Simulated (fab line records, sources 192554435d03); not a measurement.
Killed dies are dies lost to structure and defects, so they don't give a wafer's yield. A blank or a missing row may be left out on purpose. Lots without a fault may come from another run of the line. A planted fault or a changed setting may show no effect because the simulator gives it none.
Problem report in the 8D (eight disciplines) form, filled by code | flow n5_finfet | the parts of the form that need people (team, actions taken, sign-off) are left out

1. THE PROBLEM
run_length_s at N5_BEOL_M14_ETCH_68 reads a mean of 502.5 s on 3 wafers of 3 lots; wafers without a fault read 473.4 s with a standard deviation of 0.48. That is +61 standard deviations from the usual mean.
The step: etches SOC in N2/H2, time 450 s.
First seen on wafer L969.2, day 14 10:04, on rie_diel-03. The record holds 30 wafers of 11 lots with a number at this step. Rule for "out", or "out of limits": more than 4 standard deviations from the usual mean. The other wafers with a number count as sound.

2. WHAT IT IS AND WHAT IT IS NOT
question                    | is                     | is not
which readings at this step | run_length_s           | chamber_pressure_mTorr, drypump_motor_current_A, oes_product_au, rf_vpp_V, showerhead_plenum_p_Torr, throttle_valve_pct
which lots                  | L969, L971, L972       | L957, L958, L959, L960, L961, L962, L976, L979
which wafers of those lots  | L969.2, L971.2, L972.6 | L969.3, L971.1, L972.1
read on which tools         | rie_diel-03            | rie_diel-01, rie_diel-04
when                        | from day 14 10:04      | up to then (19 sound wafers); but 8 sound wafers of L971, L972, L976, L979 came after

3. SUSPECTS, AND WHAT RULES EACH OUT
Counting: a tool at a process step up to the reading stays a suspect if it ran every lot that is out. Sound lots after the first of them don't rule it out here, since some wafers of a struck lot are sound.
- rie_diel-03 at N5_BEOL_M14_ETCH_68 (etches SOC in N2/H2, time 450 s): kept. It ran every lot that is out, first L969 (day 14 10:04); its last sound lot up to then is L961 (day 11 22:37). Its own readings are out on those wafers: run_length_s.
Left after counting: rie_diel-03 at N5_BEOL_M14_ETCH_68.

4. THE CAUSE (what the simulator had put in)
Process parameter drift: rie_diel-03, from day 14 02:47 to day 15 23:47, at N5_BEOL_M14_ETCH_68. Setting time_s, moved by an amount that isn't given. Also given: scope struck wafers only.
Counting left only this tool.

5. THE CHAIN OF EFFECTS, in route order
Each row: a reading whose mean over the struck wafers that have a number lies more than 3 standard deviations from the usual. Only readings for which the record gives a usual standard deviation are gone through. hours: the time from each lot's start at the first step in this table that gives one to its start at this step, as a median over the lots. sigmas: the change in usual standard deviations.
hours | step                | reading      | usual   | on struck wafers | change | sigmas
0     | N5_BEOL_M14_ETCH_68 | run_length_s | 473.4 s | 502.5            | +29.1  | +61
The process steps in it:
- N5_BEOL_M14_ETCH_68: etches SOC in N2/H2, time 450 s.

6. WHAT WOULD HAVE CAUGHT IT SOONER
In this record the first reading out of limits was taken at day 14 10:04, 7 hours after the fault began at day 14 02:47.
